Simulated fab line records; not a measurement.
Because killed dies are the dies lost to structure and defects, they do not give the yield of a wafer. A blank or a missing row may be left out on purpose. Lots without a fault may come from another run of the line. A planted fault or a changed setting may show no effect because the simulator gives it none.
Which tool was responsible? | flow nand harc | 6 lots with 18 wafers sampled at 3 steps, on a route of 1302 steps

WHAT THE GAUGES SHOWED, per wafer
NHARC_A_ONON_D1_THK_MEAS_05: measures by ellipsometry.
lot  | measured     | on            | thk nm (nm)
L449 | day 9 12:34  | film metro-01 | 1001 1000 996
L452 | day 10 17:35 | film metro-01 | 1009 1006 1006
L455 | day 12 04:25 | film metro-01 | 986 987 985
L457 | day 12 21:22 | film metro-01 | 1005 1006 1004
L462 | day 15 03:37 | film metro-01 | 980 981 981
L467 | day 16 21:58 | film metro-01 | 980 1477 982

EACH LOT AND THE TOOL THAT RAN IT (in order: tool; ch and the chambers of the sampled wafers; start)
lot  | NHARC_A_ZERO_WELL_ETCH_19          | NHARC_A_ONON_D1_DEP_03
L449 | rie diel-13 ch 0,2,3, day 8 12:33  | pecvd onon-01 ch 0, day 9 12:07
L452 | rie diel-03 ch 0,1, day 9 16:55    | pecvd onon-01 ch 0, day 10 17:12
L455 | rie diel-13 ch 0,3, day 11 05:49   | pecvd onon-01 ch 0, day 12 03:53
L457 | rie diel-03 ch 0,2,3, day 11 22:46 | pecvd onon-02 ch 0, day 12 20:52
L462 | rie diel-13 ch 0,1,2, day 14 03:00 | pecvd onon-03 ch 0, day 15 03:10
L467 | rie diel-03 ch 0,1,3, day 15 23:13 | pecvd onon-03 ch 0, day 16 21:28
- NHARC_A_ZERO_WELL_ETCH_19: etches the open film in N2/H2, target depth 80 nm, overetch 24 nm, time 87.88 s.
- NHARC_A_ONON_D1_DEP_03: target thk 1000 nm.

THE ANSWER, worked out from the rows above alone
Rule: the usual values come from the lots themselves. The widest of any qualifying gaps counts: lots, ordered by their means at a reading, are off when they make up no more than a third of the lots, leave a main group of 4 or more, and stand apart from it by 3 or more times the standard deviation of that group's means. Not used: any main group whose means are identical at the precision the tables above print for the reading. A lot without any number at a reading at which 4 lots or more have one is off too. Any other lot the step has rows for is counted as sound.
Off: L467 (NHARC_A_ONON_D1_THK_MEAS_05, thk nm). For the main group the mean is 996 nm and the standard deviation 10.
A tool fits if, at a process step before that reading, it ran every lot that is off, and no sound lot after the first of them. Gauges at NHARC_A_ONON_D1_THK_MEAS_05: tried the same way as those tools. Can't be told from this: 3 tools fit, rie diel-03 at NHARC_A_ZERO_WELL_ETCH_19, pecvd onon-03 at NHARC_A_ONON_D1_DEP_03, film metro-01 at NHARC_A_ONON_D1_THK_MEAS_05.

WHAT THE SIMULATOR PUT IN
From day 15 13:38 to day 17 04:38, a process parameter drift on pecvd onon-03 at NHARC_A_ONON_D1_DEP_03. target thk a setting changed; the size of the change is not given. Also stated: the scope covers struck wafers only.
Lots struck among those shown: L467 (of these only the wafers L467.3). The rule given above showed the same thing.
